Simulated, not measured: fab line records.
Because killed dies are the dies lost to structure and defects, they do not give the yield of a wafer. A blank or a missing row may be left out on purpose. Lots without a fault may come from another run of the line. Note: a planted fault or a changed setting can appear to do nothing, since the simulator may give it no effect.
Matching of chambers | flow nandHarc | NHARC_A_STAIRCASE_STRIP_476 on rieDiel-11: 4 sister chambers
The step strips in O2, time 20 s. 7 wafers are shown with their chamber, then 9 later ones without.

## WAFERS PAIRED WITH THEIR CHAMBERS
wafer  | chamber | showerheadPlenumPTorr (Torr) | drypumpMotorCurrentA (A)
L078.1 | 0       | 3.33                         | 5.5
L080.1 | 1       | 3.56                         | 5.7
L087.4 | 1       | 3.55                         | 5.7
L087.6 | 3       | 3.44                         | 5.8
L090.1 | 3       | 3.44                         | 5.7
L090.2 | 2       | 3.45                         | 5.8
L090.5 | 2       | 3.45                         | 5.8

## WAFERS MISSING THEIR CHAMBER
wafer  | showerheadPlenumPTorr (Torr) | drypumpMotorCurrentA (A)
L093.1 | 3.55                         | 5.7
L093.2 | 3.43                         | 5.7
L093.5 | 3.44                         | 5.7
L096.2 | 3.44                         | 5.8
L096.5 | 3.31                         | 5.5
L096.6 | 3.43                         | 5.8
L095.1 | 3.31                         | 5.5
L095.2 | 3.55                         | 5.7
L095.6 | 3.44                         | 5.8

## WHICH CHAMBER EACH WENT THROUGH
wafer  | from the rows above     | in truth
L093.1 | 1                       | 1
L093.2 | 3                       | 3
L093.5 | 3                       | 3
L096.2 | can't be placed: 3 or 2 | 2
L096.5 | 0                       | 0
L096.6 | 3                       | 3
L095.1 | 0                       | 0
L095.2 | 1                       | 1
L095.6 | can't be placed: 3 or 2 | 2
Placed correctly: 7 of 9. Can't be placed from these rows: 2 (the true chamber is among the candidates in 2). Wrongly placed: 0.
How it was worked out, from the rows above alone: a wafer's distance from a chamber is the root of the sum, over the readings, of the square of ((its reading less the chamber's mean) divided by the reading's scatter). If the next closest chamber is less than 2 further off than the closest, the wafer can't be placed; otherwise it belongs to the closest. For every chamber, the mean is computed from those of its wafers that are shown. The scatter is the square root of a quotient: the sum, over the shown wafers, of each reading's squared deviation from its chamber's mean, divided by wafers minus chambers.
